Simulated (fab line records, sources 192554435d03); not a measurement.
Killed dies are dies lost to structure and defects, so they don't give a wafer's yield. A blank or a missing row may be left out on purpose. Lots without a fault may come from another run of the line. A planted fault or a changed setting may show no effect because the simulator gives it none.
Chamber matching | flow n5_finfet | N5_BEOL_M0_SAQP_ETCH_101 on rie_diel-05: 4 sister chambers
The step etches SiNx in CH3F/O2, target depth 29.9 nm, time 42.7 s. 20 wafers are shown with their chamber, then 10 later ones without.

WAFERS WITH THEIR CHAMBER
wafer  | chamber | showerhead_plenum_p_Torr (Torr) | drypump_motor_current_A (A) | oes_o_777_au (a.u.)
L075.2 | 2       | 1.97                            | 6.5                         | 0.96
L075.5 | 1       | 1.93                            | 5.6                         | 0.80
L075.6 | 2       | 1.97                            | 6.5                         | 0.95
L077.2 | 3       | 1.93                            | 6.3                         | 0.81
L077.5 | 1       | 1.93                            | 5.6                         | 0.79
L077.6 | 0       | 2.06                            | 5.4                         | 0.72
L081.1 | 1       | 1.93                            | 5.6                         | 0.79
L081.3 | 3       | 1.92                            | 6.3                         | 0.81
L081.5 | 3       | 1.92                            | 6.4                         | 0.82
L082.2 | 3       | 1.92                            | 6.4                         | 0.81
L082.4 | 0       | 2.06                            | 5.4                         | 0.72
L082.6 | 2       | 1.97                            | 6.4                         | 0.93
L083.1 | 0       | 2.06                            | 5.4                         | 0.72
L083.5 | 2       | 1.97                            | 6.5                         | 0.93
L083.6 | 3       | 1.92                            | 6.3                         | 0.80
L087.3 | 3       | 1.92                            | 6.3                         | 0.80
L087.4 | 1       | 1.93                            | 5.6                         | 0.78
L087.6 | 1       | 1.93                            | 5.6                         | 0.78
L090.3 | 1       | 1.93                            | 5.6                         | 0.78
L090.4 | 3       | 1.92                            | 6.4                         | 0.79

SIGNATURES (means of the wafers above)
reading                  | chamber 0 | chamber 1 | chamber 2 | chamber 3 | scatter within a chamber
showerhead_plenum_p_Torr | 2.0600    | 1.9300    | 1.9700    | 1.9214    | 0.00231
drypump_motor_current_A  | 5.400     | 5.600     | 6.475     | 6.343     | 0.0392
oes_o_777_au             | 0.7200    | 0.7867    | 0.9425    | 0.8057    | 0.00994
Rule: a wafer's distance from a chamber is the root of the sum, over the readings, of the square of ((its reading less the chamber's mean) divided by the reading's scatter). The wafer belongs to the nearest chamber; if the next one is less than 2 further off, it can't be placed. The scatter: the root of (the sum of the squares of (reading less its chamber's mean) over the shown wafers, divided by (wafers less chambers)).

WAFERS WITHOUT THEIR CHAMBER
wafer  | showerhead_plenum_p_Torr (Torr) | drypump_motor_current_A (A) | oes_o_777_au (a.u.)
L090.6 | 2.05                            | 5.5                         | 0.71
L091.1 | 2.05                            | 5.4                         | 0.71
L091.3 | 1.96                            | 6.5                         | 0.90
L091.4 | 1.93                            | 5.6                         | 0.78
L094.1 | 2.05                            | 5.4                         | 0.70
L094.4 | 1.96                            | 6.5                         | 0.89
L094.6 | 1.96                            | 6.5                         | 0.89
L096.2 | 2.05                            | 5.4                         | 0.70
L096.3 | 1.92                            | 6.4                         | 0.78
L096.4 | 1.92                            | 5.6                         | 0.77

WHICH CHAMBER EACH WENT THROUGH
wafer  | from the rows above | in truth
L090.6 | 0                   | 0
L091.1 | 0                   | 0
L091.3 | 2                   | 2
L091.4 | 1                   | 1
L094.1 | 0                   | 0
L094.4 | 2                   | 2
L094.6 | 2                   | 2
L096.2 | 0                   | 0
L096.3 | 3                   | 3
L096.4 | 1                   | 1
Placed correctly: 10 of 10. Can't be placed from these rows: 0. Placed wrongly: 0.
